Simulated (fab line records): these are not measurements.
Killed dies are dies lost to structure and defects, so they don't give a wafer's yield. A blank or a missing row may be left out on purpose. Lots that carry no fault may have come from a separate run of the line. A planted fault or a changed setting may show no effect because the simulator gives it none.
fab line records	flow n5_finfet
record lots=10	wafers=30	last_day=18
route steps=1938 shown DUMMY_GATE@245 SPACER0@258 BEOL_M4@1111
lots with no fault: from the same line, run without faults
start_h: start of the lot's first displayed wafer, in hours after the record's first day	wait_h: how many hours have passed since the lot's step before this one	" identical to the entry in the row above	L1.1+2: several wafers, shown together as one row	- either no value or no given start	* or withheld: withheld	< > ~ a bound
route shown NAME@n: NAME is a module with steps in the file, n the number in the route of the first one	usual: average and standard deviation across the fault-free wafers	same: alike in all rows	chamber/n: place in a boat	sites: each site's reading	_std_site: standard deviation of those values	_edge_site: the outer-site mean with the inner-site mean subtracted	radius_mm: for every site, how far away it sits from the centre of the wafer	mask NAME#n: copy n	behind: the last tool/chamber to shape the wafer	hold: what put the lot on hold/how long, in hours/how the hold closed	device: whichever transistor did not switch (one of n, p or np)	end of line: the route-end tests of the same wafers	a step given without rows: its recipe and nothing more	killed: the dies lost at the first sort to structure and to defects; this is not the yield of the wafer	map: per-die view of a wafer (x killed, . not killed, _ where there is no die)
set.NAME: the run value of the setting; set.NAME@STEP: its run value at that earlier step	model.NAME: the simulator's own value behind a step, which no gauge read
route steps across a sampled set of lots; one table per step, one row per wafer
services: when a tool's chamber went out of use (start_h, in hours from the record's first day, below 0 if earlier), for how many hours, and the reason
## steps
# step N5_DUMMY_GATE_HM_OPEN_21
# recipe chemistry=CH3F/O2	target=SiNx	target_depth_a=1200	Ar_flow_sccm=150	CH3F_flow_sccm=30	O2_flow_sccm=23	time_s=171.4	pressure_mtorr=30	source_w=395	bias_w=73	ion_energy_ev=120.7
# usual drypump_motor_current_A=5.9/0.35	oes_product_au=0.79/0.093	rf_fwd_power_W=393.9/1.2	rf_vpp_V=299/3.8	showerhead_plenum_p_Torr=2.04/0.057	throttle_valve_pct=16.5/0.32
# same time_s=171.4
lot.wafer	tool	chamber	start_h	wait_h	drypump_motor_current_A	oes_product_au	rf_fwd_power_W	rf_hours_counter_h	rf_vpp_V	showerhead_plenum_p_Torr	throttle_valve_pct
L900.1	rie_diel-03	3	53.55	0.0	6.3	0.78	394.0	120	298	2.12	16.4
L900.2	"	0	"	"	5.6	0.97	393.2	8	296	1.99	15.8
L900.3	"	1	"	"	6.1	0.77	394.0	129	302	2.12	16.8
L902.4	rie_diel-03	1	66.99	0.1	6.1	0.77	395.0	-	302	2.12	16.8
L902.5	"	0	"	"	5.6	0.96	395.5	-	295	1.98	15.9
L902.6	"	2	"	"	6.3	0.69	393.2	-	294	1.99	16.5
L903.4	rie_diel-03	1	71.97	0.0	6.1	0.77	391.8	134	302	2.12	16.8
L903.5	"	0	"	"	5.6	0.95	395.1	-	298	1.98	15.9
L903.6	"	3	"	"	6.3	0.79	393.5	-	299	2.12	16.4
L905.1	rie_diel-03	0	86.46	0.0	5.6	0.93	393.2	18	297	1.98	15.9
L905.4	"	3	"	"	6.3	0.78	394.9	128	297	2.12	16.4
L905.5	"	3	"	"	6.3	0.78	395.2	-	297	2.12	16.4
L907.1	rie_diel-04	1	95.88	0.0	5.6	0.70	395.0	191	297	2.09	16.5
L907.3	"	3	"	"	5.4	0.81	394.2	91	302	2.04	16.4
L907.5	"	0	"	"	6.3	0.68	393.5	-	299	1.99	16.9
L913.2	rie_diel-03	1	129.86	0.0	6.1	0.76	395.2	153	302	2.11	16.8
L913.4	"	2	"	"	6.3	0.99	392.2	2	294	1.98	16.1
L913.6	"	0	"	"	5.6	0.92	393.7	-	297	1.98	15.9
L916.1	rie_diel-04	3	148.80	0.0	5.5	0.80	394.2	106	301	2.04	16.4
L916.4	"	0	"	"	6.3	0.67	393.6	243	299	1.99	16.9
L916.6	"	2	"	"	5.6	0.82	394.1	-	293	1.96	16.4
L918.1	rie_diel-06	0	160.15	0.0	5.7	0.70	393.5	222	304	2.08	16.5
L918.3	"	1	"	"	5.9	0.70	392.2	212	304	2.00	17.0
L918.4	"	2	"	"	5.2	0.84	393.4	73	302	2.04	16.6
L920.2	rie_diel-03	1	173.07	0.0	6.1	0.75	395.6	166	303	2.11	16.9
L920.5	"	2	"	"	6.3	0.93	393.8	-	295	1.98	16.1
L920.6	"	3	"	"	6.4	0.74	392.9	-	296	2.11	16.4
L922.1	rie_diel-04	1	184.61	0.0	5.6	0.68	393.6	219	296	2.08	16.5
L922.2	"	2	"	"	5.7	0.81	393.8	101	296	1.95	16.4
L922.4	"	1	"	"	5.5	0.68	395.8	-	296	2.08	16.6
# step N5_DUMMY_GATE_CD_MEAS_24
# recipe target_cd_nm=15
# usual cd_nm=15.0/0.35
lot.wafer	tool	chamber	start_h	wait_h	cd_nm
L900.1	cd_sem-01	-	53.91	0.1	14.4
L900.2	"	-	"	"	14.9
L900.3	"	-	"	"	15.2
L902.4	cd_sem-03	-	67.29	0.1	15.3
L902.5	"	-	"	"	15.0
L902.6	"	-	"	"	15.4
L903.4	cd_sem-01	-	72.34	0.1	14.5
L903.5	"	-	"	"	15.0
L903.6	"	-	"	"	14.3
L905.1	cd_sem-02	-	86.83	0.1	15.5
L905.4	"	-	"	"	14.8
L905.5	"	-	"	"	15.4
L907.1	cd_sem-02	-	96.24	0.1	15.4
L907.3	"	-	"	"	14.9
L907.5	"	-	"	"	15.0
L913.2	cd_sem-02	-	130.23	0.1	14.9
L913.4	"	-	"	"	14.9
L913.6	"	-	"	"	15.2
L916.1	cd_sem-01	-	149.17	0.1	15.0
L916.4	"	-	"	"	14.9
L916.6	"	-	"	"	14.7
L918.1	cd_sem-02	-	160.51	0.1	15.0
L918.3	"	-	"	"	14.9
L918.4	"	-	"	"	14.6
L920.2	cd_sem-03	-	173.43	0.1	15.4
L920.5	"	-	"	"	14.9
L920.6	"	-	"	"	15.4
L922.1	cd_sem-03	-	184.97	0.1	15.0
L922.2	"	-	"	"	14.8
L922.4	"	-	"	"	15.2
# step N5_SPACER0_ALD_07
# recipe material=SiNx	target_thk_a=20	temp_c=400	ald_precursor_family=SiH2I2	ald_co_reactant=N2/H2-plasma	pressure_torr=2
# usual heater_power_w=829/50
lot.wafer	tool	chamber	start_h	wait_h	heater_power_w
L900.1	ald_sin-04	0	54.24	0.0	877
L900.2	"	1	"	"	795
L900.3	"	3	"	"	858
L902.4	ald_sin-03	0	67.84	0.3	894
L902.5	"	0	"	"	877
L902.6	"	1	"	"	817
L903.4	ald_sin-04	0	72.73	0.1	826
L903.5	"	0	"	"	862
L903.6	"	1	"	"	806
L905.1	ald_sin-04	3	87.54	0.4	864
L905.4	"	0	"	"	847
L905.5	"	2	"	"	858
L907.1	ald_sin-04	0	96.62	0.0	842
L907.3	"	3	"	"	881
L907.5	"	1	"	"	794
L913.2	ald_sin-03	0	130.61	0.1	877
L913.4	"	2	"	"	880
L913.6	"	0	"	"	875
L916.1	ald_sin-02	2	149.87	0.2	687
L916.4	"	1	"	"	773
L916.6	"	2	"	"	696
L918.1	ald_sin-04	3	160.84	0.0	891
L918.3	"	0	"	"	868
L918.4	"	1	"	"	811
L920.2	ald_sin-04	3	173.75	0.0	854
L920.5	"	1	"	"	813
L920.6	"	0	"	"	868
L922.1	ald_sin-02	3	186.19	0.9	801
L922.2	"	2	"	"	679
L922.4	"	0	"	"	788
# step N5_SPACER0_ALD_00
# recipe material=SiOCN	target_thk_a=35	temp_c=400	ald_precursor_family=alkyl-aminosilane	ald_co_reactant=O2/N2-plasma	pulse_time_s=3	purge_time_s=2	co_reactant_purge_time_s=2	ald_cycles=58	pressure_torr=2
# usual ald_cycles=58/0	heater_power_w=831/50	precursor_pulse_height_rel=0.997/0.02
# same purge_time_s=2
lot.wafer	tool	chamber	start_h	wait_h	ald_cycles	heater_power_w	precursor_pulse_height_rel
L900.1	ald_sin-04	0	54.39	0.1	58	851	0.986
L900.2	"	1	"	"	58	806	0.992
L900.3	"	3	"	"	58	866	1.009
L902.4	ald_sin-03	0	67.99	0.1	58	873	1.020
L902.5	"	0	"	"	58	885	0.962
L902.6	"	1	"	"	58	815	1.007
L903.4	ald_sin-04	0	72.88	0.1	58	842	0.975
L903.5	"	0	"	"	58	849	0.973
L903.6	"	1	"	"	58	799	1.007
L905.1	ald_sin-04	3	87.69	0.1	53	869	0.974
L905.4	"	0	"	"	58	868	0.991
L905.5	"	2	"	"	58	876	1.010
L907.1	ald_sin-04	0	96.77	0.1	53	856	0.982
L907.3	"	3	"	"	58	866	0.984
L907.5	"	1	"	"	58	787	0.979
L913.2	ald_sin-03	0	130.76	0.1	58	895	0.993
L913.4	"	2	"	"	58	875	1.025
L913.6	"	0	"	"	58	870	0.981
L916.1	ald_sin-02	2	150.02	0.1	58	681	0.978
L916.4	"	1	"	"	58	794	0.998
L916.6	"	2	"	"	58	688	1.012
L918.1	ald_sin-04	3	160.99	0.1	58	886	0.970
L918.3	"	0	"	"	58	863	1.032
L918.4	"	1	"	"	58	805	0.988
L920.2	ald_sin-04	3	173.90	0.1	58	868	0.992
L920.5	"	1	"	"	58	792	1.020
L920.6	"	0	"	"	58	851	1.052
L922.1	ald_sin-02	3	186.34	0.1	58	817	1.014
L922.2	"	2	"	"	58	710	1.000
L922.4	"	0	"	"	58	791	0.994
# step N5_BEOL_M4_RC_MEAS_101
# usual DIBL_N=36.5/1.4	DIBL_P=36.5/1.6	IOFF_N=0.163/0.022	IOFF_P=0.219/0.029	ION_N=675/8.3	ION_P=464/6.2	SS_N=71.5/0.52	SS_P=73.4/0.57	VT_N=249.7/2.6	VT_P=-250/3
lot.wafer	tool	chamber	start_h	wait_h	DIBL_N[mV/V]	DIBL_P[mV/V]	IOFF_N[nA/um]	IOFF_P[nA/um]	ION_N[uA/um]	ION_P[uA/um]	SS_N[mV/dec]	SS_P[mV/dec]	VT_N[mV]	VT_P[mV]
L900.1	prober-01	0	171.17	0.0	38.3	37.0	0.170	0.252	673	472	71.9	73.3	252.2	-249
L900.2	"	0	"	"	36.7	34.9	0.139	0.215	661	462	71.2	73.9	254.3	-248
L900.3	"	0	"	"	36.8	34.5	0.136	0.199	669	468	70.9	73.2	253.8	-249
L902.4	prober-02	0	196.10	0.5	35.5	37.1	0.148	0.205	671	465	71.2	73.5	253.1	-252
L902.5	"	0	"	"	36.6	38.6	0.168	0.224	675	460	71.8	73.5	249.6	-252
L902.6	"	0	"	"	34.2	34.9	0.125	0.172	659	456	70.9	72.6	253.6	-254
L905.1	prober-02	0	208.24	0.0	34.9	34.4	0.141	0.191	686	468	71.5	72.5	249.6	-249
L905.4	"	0	"	"	35.9	36.4	0.169	0.212	688	473	72.3	73.6	247.8	-249
L905.5	"	0	"	"	33.5	33.4	0.123	0.164	666	457	71.3	72.5	251.7	-254
L903.4	prober-02	0	211.63	0.5	38.0	38.5	0.187	0.234	682	462	72.1	74.0	247.6	-249
L903.5	"	0	"	"	37.2	37.4	0.190	0.208	691	466	72.5	72.4	245.4	-251
L903.6	"	0	"	"	37.7	38.7	0.194	0.236	687	461	72.0	73.9	246.8	-251
L907.1	prober-01	0	214.70	0.0	35.3	34.0	0.140	0.230	677	477	71.9	72.7	249.6	-244
L907.3	"	0	"	"	36.2	35.5	0.155	0.244	671	464	71.3	73.1	249.2	-247
L907.5	"	0	"	"	35.3	34.8	0.140	0.230	676	472	71.5	72.8	250.8	-248
L913.2	prober-02	0	258.71	0.2	34.4	35.2	0.136	0.204	666	464	71.6	73.7	253.6	-250
L913.4	"	0	"	"	35.7	37.0	0.159	0.217	682	461	71.2	73.5	253.2	-250
L913.6	"	0	"	"	35.8	36.9	0.158	0.223	670	466	71.7	73.5	249.6	-249
L916.1	prober-02	0	271.91	0.0	37.0	38.0	0.185	0.256	686	470	71.1	73.8	248.4	-249
L916.4	"	0	"	"	37.5	37.7	0.187	0.247	677	460	72.3	73.7	250.2	-247
L916.6	"	0	"	"	37.3	37.9	0.180	0.249	680	467	71.8	73.4	248.8	-246
L918.1	prober-02	0	285.77	0.0	37.2	37.0	0.176	0.219	682	461	71.7	73.5	249.3	-250
L918.3	"	0	"	"	37.7	38.1	0.195	0.232	694	469	71.5	73.2	247.1	-251
L918.4	"	0	"	"	38.3	38.3	0.203	0.244	682	465	71.7	73.7	246.3	-250
L920.2	prober-01	0	298.36	0.2	35.9	37.2	0.158	0.203	675	467	71.4	73.2	251.6	-253
L920.5	"	0	"	"	34.6	35.2	0.136	0.166	668	458	70.9	73.3	251.9	-258
L920.6	"	0	"	"	36.0	37.6	0.166	0.203	682	463	71.8	73.5	249.8	-252
L922.1	prober-02	0	316.72	0.0	36.6	35.7	0.149	0.218	661	460	71.8	73.4	251.6	-250
L922.2	"	0	"	"	37.2	36.7	0.164	0.243	665	458	72.8	73.9	250.0	-248
L922.4	"	0	"	"	34.9	33.8	0.132	0.196	667	467	71.7	72.7	254.0	-251
## services
tool	chamber	start_h	hours	kind
ald_sin-04	-	40.29	6.0	pm
ald_sin-02	-	85.65	14.0	pm
ald_sin-02	0	85.65	14.0	vent_cycle
ald_sin-02	1	85.65	14.0	vent_cycle
ald_sin-02	2	85.65	14.0	vent_cycle
ald_sin-02	3	85.65	14.0	vent_cycle
ald_sin-02	0	99.65	-	clean
ald_sin-02	1	99.65	-	clean
ald_sin-02	2	99.65	-	clean
rie_diel-03	2	103.59	-	clean
rie_diel-03	2	103.59	-	consumable_replace:focus_ring
rie_diel-03	2	103.59	19.6	scheduled_down
rie_diel-03	2	103.59	19.6	vent_cycle
ald_sin-02	-	108.99	2.8	pm
rie_diel-06	1	114.71	23.0	repair
rie_diel-06	3	114.84	4.0	repair
rie_diel-04	1	139.91	2.5	repair
rie_diel-03	1	140.98	6.8	repair
rie_diel-04	-	163.06	1.1	repair
ald_sin-04	-	178.30	14.0	pm
ald_sin-04	0	178.30	14.0	vent_cycle
ald_sin-04	1	178.30	14.0	vent_cycle
ald_sin-04	2	178.30	14.0	vent_cycle
ald_sin-04	3	178.30	14.0	vent_cycle
## key
first_sign step=N5_SPACER0_ALD_00	reading=ald_cycles	direction=down	sigmas=99+	usual=*	struck=*
effect none on later readings
met_at N5_SPACER0_ALD_00
struck_lots L905,L907
struck_wafers L905.1,L907.1
not_acting_at N5_DUMMY_GATE_HM_OPEN_21,N5_DUMMY_GATE_CD_MEAS_24,N5_SPACER0_ALD_07
onset_between 72.88 87.69
fault kind=process_parameter_drift	tool=ald_sin-04	chamber=-	onset_h=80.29	steps=N5_SPACER0_ALD_00	channel=ald_cycles	offset=*	shape=step	end_h=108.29	scope=struck_wafers_only	acts_in=*	stated=*
